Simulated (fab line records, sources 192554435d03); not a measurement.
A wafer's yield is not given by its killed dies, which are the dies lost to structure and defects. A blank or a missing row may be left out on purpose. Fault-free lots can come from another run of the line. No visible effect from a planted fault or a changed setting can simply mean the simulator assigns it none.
Which of the tools did it? :: flow n5-finfet :: 36 wafers sampled from 12 lots at 1 step of a route of 1938

## WHAT THE GAUGES SHOWED, per wafer
N5_BEOL_M9_OVL_MEAS_29.
lot: L075
measured: day 9 18:10
on: overlay-02
V8_OVL (nm): 0.1 1.7 0.1

lot: L077
measured: day 10 04:50
on: overlay-02
V8_OVL (nm): 1.3 1.3 0.4

lot: L079
measured: day 10 13:25
on: overlay-02
V8_OVL (nm): 1.3 0.9 1.0

lot: L081
measured: day 11 16:31
on: overlay-02
V8_OVL (nm): 1.3 1.2 1.6

lot: L083
measured: day 12 10:25
on: overlay-02
V8_OVL (nm): 1.3 1.0 0.0

lot: L085
measured: day 12 18:35
on: overlay-02
V8_OVL (nm): 0.3 -0.4 -0.2

lot: L088
measured: day 12 23:13
on: overlay-01
V8_OVL (nm): 0.8 0.0 0.8

lot: L089
measured: day 13 08:51
on: overlay-01
V8_OVL (nm): 0.3 1.1 0.7

lot: L094
measured: day 14 13:11
on: overlay-01
V8_OVL (nm): -0.6 0.5 -0.6

lot: L092
measured: day 14 16:13
on: overlay-02
V8_OVL (nm): -0.1 0.9 0.2

lot: L096
measured: day 15 11:20
on: overlay-02
V8_OVL (nm): 1.1 0.9 0.8

lot: L097
measured: day 15 12:57
on: overlay-01
V8_OVL (nm): 1.7 2.2 0.3

## WHICH TOOL RAN EACH LOT (tool, then ch and the chambers of the sampled wafers, then the start)
Before these readings, the record contains no process step.

## THE ANSWER, worked out from the rows above alone
Rule: the usual values come from the lots themselves. Put in order of their means at a reading, lots are off if they are a third of the lots or fewer, leave a main group of 4 or more, and stand apart from it by a gap of 3 or more times the standard deviation of the main group's means; of several such gaps the widest counts. If all means in a main group match to the digits the tables above print for the reading, that group is not used. Also off: a lot with no number at a reading for which 4 or more lots have one. All remaining lots with rows at the step are treated as sound.
No lot is off on any of the readings shown, so nothing can be concluded from this.

## WHAT WAS PUT IN BY THE SIMULATOR
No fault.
